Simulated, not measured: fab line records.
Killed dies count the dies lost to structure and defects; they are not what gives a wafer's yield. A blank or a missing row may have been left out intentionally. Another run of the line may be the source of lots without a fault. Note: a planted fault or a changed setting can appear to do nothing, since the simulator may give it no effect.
fab line records	flow nandHarc
[record] lots = 12	wafers = 36	lastDay = 24
route steps=1159 shown P_ZERO_WELL@19 P_STI@90 P_GATE@148
lots with no fault: from the same line, run without faults
startH: start of the lot's first displayed wafer, in hours after the record's first day	waitH: time in hours since the lot's previous step	" the same as in the row above	L1.1+2: a single row standing in for several wafers	- no value, or no start given	* or withheld: withheld	< > ~ a bound
route shown NAME@n: NAME is a module with steps in the file, n the number in the route of the first one	usual: average and standard deviation across the fault-free wafers	same: alike in all rows	chamber/n: place in a boat	sites: readings site by site	_std_site: how widely they spread, as a standard deviation	_edge_site: mean of outer sites minus mean of inner sites	radiusMm: how far each site lies from the wafer's centre	mask NAME#n: copy n	behind: the most recent tool/chamber to have shaped the wafer	hold: why the lot went on hold/how many hours it stayed there/how the hold came to an end	device: whichever transistor did not switch (one of n, p or np)	end of line: the same wafers' tests at the end of the route	where a step has no rows: the recipe by itself	killed: at the first sort, the dies lost to defects and structure; wafer yield is something else	map: a wafer's dies, x killed, . not, _ none there
set.NAME: the setting as run; set.NAME@STEP: as run at that earlier step	model.NAME: the simulator's own value behind a step, which no gauge read
one table for each step of the route and one row for each wafer, over a sample of lots
services: a tool's chamber out of use, with start hour (startH, from the record's first day; less than 0 if before it), hours out, and reason
[[steps]]
[step NHARC_P_ZERO_WELL_ETCH_63]
[recipe] targetDepthA = 1200	timeS = 40.1	hbrFlowSccm = 150	cl2FlowSccm = 50	rfW = 400	icpW = 400	biasW = 100	chemistry = HBr/Cl2
[usual] drypumpMotorCurrentA = 5.8/0.48	oesProductAu = 0.995/0.012	throttleValvePct = 26.406/0.0089
lot.wafer	tool	chamber	startH	waitH	drypumpMotorCurrentA	oesProductAu	rfHoursCounterH	throttleValvePct
L988.3	rieSi-02	3	13.65	-	5.0	1.005	0.9	26.398
L988.1	"	1	"	"	5.2	1.013	1.1	26.408
L988.5	"	3	"	"	5.0	1.008	-	26.402
L990.3	rieSi-06	3	25.53	-	6.1	0.980	0.1	26.402
L990.2	"	1	"	"	5.2	0.967	0.2	26.406
L990.6	"	0	"	"	6.0	0.979	-	26.417
L993.3	rieSi-03	0	43.65	-	6.2	1.002	0.6	26.392
L993.4	"	2	"	"	5.8	0.980	0.6	26.422
L993.6	"	1	"	"	6.0	1.009	-	26.416
L998.3	rieSi-03	3	73.66	-	6.2	0.987	0.7	26.413
L998.4	"	0	"	"	6.2	1.006	0.8	26.397
L998.5	"	0	"	"	6.2	1.017	-	26.405
L999.2	rieSi-03	1	79.73	-	6.0	1.005	0.7	26.408
L999.3	"	2	"	"	5.8	0.979	0.9	26.404
L999.6	"	1	"	"	6.0	1.002	-	26.406
L104.4	rieSi-06	0	109.80	-	5.9	0.990	1.1	26.402
L104.6	"	1	"	"	5.2	0.969	-	26.402
L104.5	"	2	"	"	6.2	1.003	-	26.398
L106.4	rieSi-06	0	121.54	-	5.9	1.017	1.2	26.402
L106.6	"	3	"	"	6.1	0.997	-	26.410
L106.5	"	0	"	"	5.9	0.993	-	26.400
L107.3	rieSi-02	2	127.53	-	5.2	1.009	0.9	26.393
L107.2	"	3	"	"	5.0	0.990	0.9	26.413
L107.1	"	1	"	"	5.2	1.002	0.8	26.397
L108.1	rieSi-03	3	133.65	-	6.2	0.995	1.4	26.410
L108.2	"	1	"	"	6.0	1.005	1.4	26.404
L108.3	"	2	"	"	5.8	0.995	1.5	26.404
L109.3	rieSi-06	0	139.52	-	5.9	0.977	1.3	26.418
L109.4	"	3	"	"	6.1	0.990	1.3	26.395
L109.6	"	0	"	"	5.9	0.986	-	26.403
L110.4	rieSi-06	0	145.76	-	5.9	0.980	1.3	26.418
L110.1	"	1	"	"	5.2	0.979	1.2	26.395
L110.6	"	1	"	"	5.2	0.975	-	26.396
L111.1	rieSi-06	0	151.72	-	5.9	0.979	1.4	26.394
L111.4	"	2	"	"	6.2	0.993	1.2	26.411
L111.5	"	1	"	"	5.2	0.976	-	26.391
[step NHARC_P_ZERO_WELL_EXPOSE_21]
[recipe] na = 0.6	targetCdNm = 720	doseMj = 22.31	maskId = P_NWELL
[same] na = 0.6
lot.wafer	tool	chamber	startH	waitH	mask
L988.1+3+5	krfScanner-03	0	14.42	-	P_NWELL#0
L990.2+3+6	krfScanner-02	0	26.31	-	P_NWELL#0
L993.3+4+6	krfScanner-04	0	44.37	-	P_NWELL#0
L998.3+4+5	krfScanner-03	0	74.44	-	P_NWELL_R1#0
L999.2+3+6	krfScanner-03	0	80.39	-	P_NWELL#0
L104.4+5+6	krfScanner-03	0	110.55	-	P_NWELL#0
L106.4+5+6	krfScanner-02	0	122.31	-	P_NWELL#0
L107.1+2+3	krfScanner-02	0	128.17	-	P_NWELL#0
L108.1+2+3	krfScanner-03	0	134.42	-	P_NWELL#0
L109.3+4+6	krfScanner-02	0	140.31	-	P_NWELL#0
L110.1+4+6	krfScanner-03	0	146.58	-	P_NWELL#0
L111.1+4+5	krfScanner-04	0	152.50	-	P_NWELL#0
[step NHARC_P_ZERO_WELL_CD_MEAS_24]
[recipe] targetCdNm = 720	landingEnergyEv = 500
[usual] cdNm = 719.9/2.7
lot.wafer	tool	chamber	startH	waitH	cdNm
L988.1	cdSem-02	0	14.58	-	723.2
L988.3	"	0	"	"	721.7
L988.5	"	0	"	"	720.4
L990.2	cdSem-03	0	26.46	-	719.1
L990.3	"	0	"	"	716.0
L990.6	"	0	"	"	714.6
L993.3	cdSem-02	0	44.53	-	715.5
L993.4	"	0	"	"	711.6
L993.6	"	0	"	"	718.2
L998.3	cdSem-03	0	74.59	-	706.7
L998.4	"	0	"	"	704.2
L998.5	"	0	"	"	702.0
L999.2	cdSem-02	0	80.55	-	718.9
L999.3	"	0	"	"	722.8
L999.6	"	0	"	"	722.6
L104.4	cdSem-01	0	110.70	-	714.9
L104.5	"	0	"	"	712.0
L104.6	"	0	"	"	721.3
L106.4	cdSem-03	0	122.46	-	722.2
L106.5	"	0	"	"	721.3
L106.6	"	0	"	"	716.0
L107.1	cdSem-02	0	128.33	-	719.8
L107.2	"	0	"	"	721.1
L107.3	"	0	"	"	723.7
L108.1	cdSem-01	0	134.58	-	717.4
L108.2	"	0	"	"	719.5
L108.3	"	0	"	"	714.5
L109.3	cdSem-01	0	140.46	-	719.9
L109.4	"	0	"	"	719.3
L109.6	"	0	"	"	718.6
L110.1	cdSem-02	0	146.74	-	722.4
L110.4	"	0	"	"	718.6
L110.6	"	0	"	"	718.8
L111.1	cdSem-02	0	152.65	-	716.7
L111.4	"	0	"	"	714.1
L111.5	"	0	"	"	715.0
[step NHARC_P_STI_ETCH_15]
[recipe] targetDepthA = 3000	taperDeg = 4	timeS = 100.1	hbrFlowSccm = 150	cl2FlowSccm = 50	rfW = 400	icpW = 400	biasW = 100	chemistry = HBr/Cl2
[usual] drypumpMotorCurrentA = 5.8/0.38	oesProductAu = 1.006/0.0091	throttleValvePct = 26.405/0.0086
lot.wafer	tool	chamber	startH	waitH	drypumpMotorCurrentA	oesProductAu	rfHoursCounterH	throttleValvePct
L988.3	rieSi-04	2	35.33	-	6.4	0.996	0.8	26.416
L988.1	"	1	"	"	5.4	0.995	0.7	26.425
L988.5	"	3	"	"	5.6	0.996	-	26.404
L990.3	rieSi-01	0	50.93	-	5.4	1.016	0.5	26.397
L990.2	"	2	"	"	5.4	0.990	0.7	26.402
L990.6	"	0	"	"	5.4	1.003	-	26.413
L993.3	rieSi-01	1	67.77	-	5.7	1.023	0.8	26.400
L993.4	"	3	"	"	6.6	0.992	0.7	26.405
L993.6	"	1	"	"	5.8	1.020	-	26.425
L998.3	rieSi-01	1	98.24	-	5.8	1.019	1.0	26.402
L998.4	"	2	"	"	5.4	0.999	1.0	26.402
L998.5	"	0	"	"	5.4	1.014	-	26.385
L999.2	rieSi-04	0	98.38	-	5.9	0.987	1.3	26.406
L999.3	"	3	"	"	5.6	0.994	1.3	26.404
L999.6	"	0	"	"	5.9	0.995	-	26.410
L104.4	rieSi-05	3	135.76	-	6.3	1.012	0.4	26.418
L104.5	"	0	"	"	5.9	1.014	-	26.401
L104.6	"	1	"	"	5.7	1.009	-	26.397
L106.4	rieSi-05	1	144.20	-	5.7	1.015	0.5	26.394
L106.5	"	2	"	"	6.0	1.006	-	26.396
L106.6	"	3	"	"	6.3	1.000	-	26.407
L107.2	rieSi-04	1	149.10	-	5.4	0.991	0.4	26.389
L107.3	"	2	"	"	6.4	1.011	0.4	26.414
L107.1	"	3	"	"	5.6	1.003	0.2	26.407
L108.3	rieSi-01	2	157.30	-	5.4	0.996	0.1	26.410
L108.2	"	3	"	"	6.6	1.004	0.1	26.407
L108.1	"	0	"	"	5.4	1.012	0.1	26.402
L109.3	rieSi-05	3	163.17	-	6.3	1.008	0.5	26.407
L109.6	"	2	"	"	6.0	1.002	-	26.385
L109.4	"	0	"	"	6.0	1.015	-	26.394
L110.1	rieSi-04	3	167.64	-	5.6	1.007	0.4	26.418
L110.4	"	2	"	"	6.4	1.013	-	26.395
L110.6	"	3	"	"	5.6	0.999	-	26.416
L111.1	rieSi-01	0	173.59	-	5.4	1.005	0.1	26.394
L111.4	"	3	"	"	6.6	1.001	0.1	26.409
L111.5	"	1	"	"	5.8	1.000	-	26.393
[step NHARC_P_GATE_ETCH_114]
[recipe] targetDepthA = 300	overetchA = 30	timeS = 16.5	ionEnergyEv = 100	cf4FlowSccm = 80	o2FlowSccm = 20	arFlowSccm = 0	rfW = 300	biasW = 100	chemistry = CF4/O2
[usual] drypumpMotorCurrentA = 5.6/0.56	o2FlowSccm = 20.00/0.063	oesProductAu = 1.008/0.019	rfVppV = 197.6/1.3	showerheadPlenumPTorr = 1.33/0.052	throttleValvePct = 13.397/0.0092
lot.wafer	tool	chamber	startH	waitH	drypumpMotorCurrentA	o2FlowSccm	oesProductAu	rfHoursCounterH	rfVppV	showerheadPlenumPTorr	throttleValvePct
L988.1	rieDiel-12	2	-	-	6.1	20.09	0.978	17	199.1	1.42	13.380
L988.3	"	3	"	"	5.3	19.93	1.010	17	198.3	1.38	13.403
L988.5	"	3	"	"	5.3	20.02	1.007	-	199.2	1.38	13.401
L990.2	rieDiel-10	1	-	-	6.7	20.08	1.029	23	197.5	1.31	13.402
L990.3	"	0	"	"	5.3	20.08	1.014	21	197.6	1.38	13.408
L990.6	"	2	"	"	5.3	19.96	1.021	-	196.0	1.25	13.401
L993.3	rieDiel-03	1	-	-	4.9	20.06	1.014	25	200.1	1.37	13.397
L993.4	"	2	"	"	5.2	20.10	1.026	25	199.6	1.39	13.399
L993.6	"	1	"	"	4.9	20.04	1.008	-	198.4	1.37	13.412
L999.2	rieDiel-10	3	-	-	5.5	20.13	0.998	29	195.1	1.27	13.403
L999.3	"	0	"	"	5.3	20.08	1.001	28	199.2	1.38	13.386
L999.6	"	2	"	"	5.3	19.91	1.023	-	196.8	1.25	13.400
L998.4	rieDiel-10	3	-	-	5.5	20.12	0.999	29	196.7	1.27	13.382
L998.3	"	2	"	"	5.3	20.02	1.029	30	196.8	1.25	13.400
L998.5	"	3	"	"	5.5	20.05	0.996	-	196.0	1.27	13.386
L104.4	rieDiel-10	3	-	-	5.5	19.86	0.981	0	197.3	1.27	13.396
L104.5	"	0	"	"	5.3	19.88	0.989	-	198.7	1.38	13.402
L104.6	"	1	"	"	6.7	20.03	1.024	-	197.9	1.31	13.381
L106.4	rieDiel-03	1	-	-	4.9	19.99	0.989	52	197.7	1.37	13.392
L106.6	"	1	"	"	4.9	19.99	0.990	-	199.2	1.37	13.398
L106.5	"	2	"	"	5.2	20.00	1.008	-	197.0	1.38	13.392
L107.1	rieDiel-03	0	-	-	5.1	20.02	1.003	55	197.4	1.33	13.401
L107.3	"	1	"	"	4.9	19.88	0.988	53	196.8	1.37	13.407
L107.2	"	3	"	"	6.1	19.98	1.019	46	198.5	1.33	13.397
L108.2	rieDiel-10	3	-	-	5.5	20.01	0.987	8	196.3	1.27	13.401
L108.1	"	0	"	"	5.3	20.00	0.992	8	197.1	1.38	13.388
L108.3	"	1	"	"	6.7	20.10	1.031	7	198.7	1.31	13.400
L109.3	rieDiel-10	1	-	-	6.7	19.96	1.047	8	197.1	1.31	13.400
L109.4	"	2	"	"	5.3	19.92	1.028	8	196.3	1.25	13.379
L109.6	"	2	"	"	5.3	20.05	1.039	-	195.9	1.25	13.389
L110.4	rieDiel-12	2	-	-	6.1	20.07	0.978	2	198.7	1.41	13.411
L110.1	"	3	"	"	5.3	20.08	0.990	1	198.8	1.37	13.406
L110.6	"	3	"	"	5.3	19.94	0.999	-	198.2	1.37	13.391
L111.1	rieDiel-10	0	-	-	5.3	19.93	0.991	10	199.1	1.38	13.405
L111.4	"	1	"	"	6.7	20.14	1.028	9	196.7	1.31	13.387
L111.5	"	3	"	"	5.5	19.99	0.984	-	196.6	1.27	13.401
[[services]]
tool	chamber	startH	hours	kind
krfScanner-03	-	-4.00	4.0	pm
rieDiel-10	1	-3.16	9.7	repair
rieDiel-10	-	-0.50	9.0	pm
rieSi-06	-	6.00	9.0	pm
rieSi-03	1	8.26	6.5	repair
rieSi-03	-	9.87	0.6	repair
rieSi-03	-	13.29	0.5	repair
krfScanner-02	-	38.00	4.0	pm
krfScanner-03	-	58.42	5.8	repair
rieSi-06	2	62.60	7.8	repair
rieSi-04	3	68.43	13.4	repair
rieSi-03	-	93.40	0.8	repair
rieDiel-10	0	95.88	4.9	repair
rieDiel-10	3	97.00	3.0	repair
rieSi-04	-	99.00	9.0	pm
rieSi-01	3	105.51	16.7	repair
rieSi-01	-	127.00	9.0	pm
krfScanner-02	-	143.20	0.4	repair
rieSi-01	2	143.85	3.1	repair
krfScanner-02	-	152.70	2.3	repair
rieSi-06	3	158.56	8.5	repair
krfScanner-03	-	168.00	4.0	pm
rieDiel-10	-	176.51	9.0	pm
rieSi-06	-	183.00	9.0	pm
[[key]]
[firstSign] step = NHARC_P_ZERO_WELL_EXPOSE_21	reading = mask	direction = changed
[effect] step = NHARC_P_ZERO_WELL_CD_MEAS_24	reading = cdNm	direction = down	sigmas = 5.8	usual = 719.9	struck = 704.3
metAt NHARC_P_ZERO_WELL_EXPOSE_21
struckLots L998
testerLeftOut L998
notActingAt NHARC_P_ZERO_WELL_ETCH_63,NHARC_P_STI_ETCH_15,NHARC_P_GATE_ETCH_114
onsetBetween 14.42 74.44
[fault] kind = wrongMask	tool = any	chamber = -	onsetH = 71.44	steps = NHARC_P_ZERO_WELL_EXPOSE_21	auxCopy = P_NWELL_R1#0	cdOffsetNm = -16.15	scope = struckLotsOnly
// testerLeftOut: of these lots the tester's yield and bins aren't shown, on N5 and GAA mostly nor the transistor test; their killed dies are dies lost to structure and defects alone, not to doping, threshold or leakage, so they don't give the yield
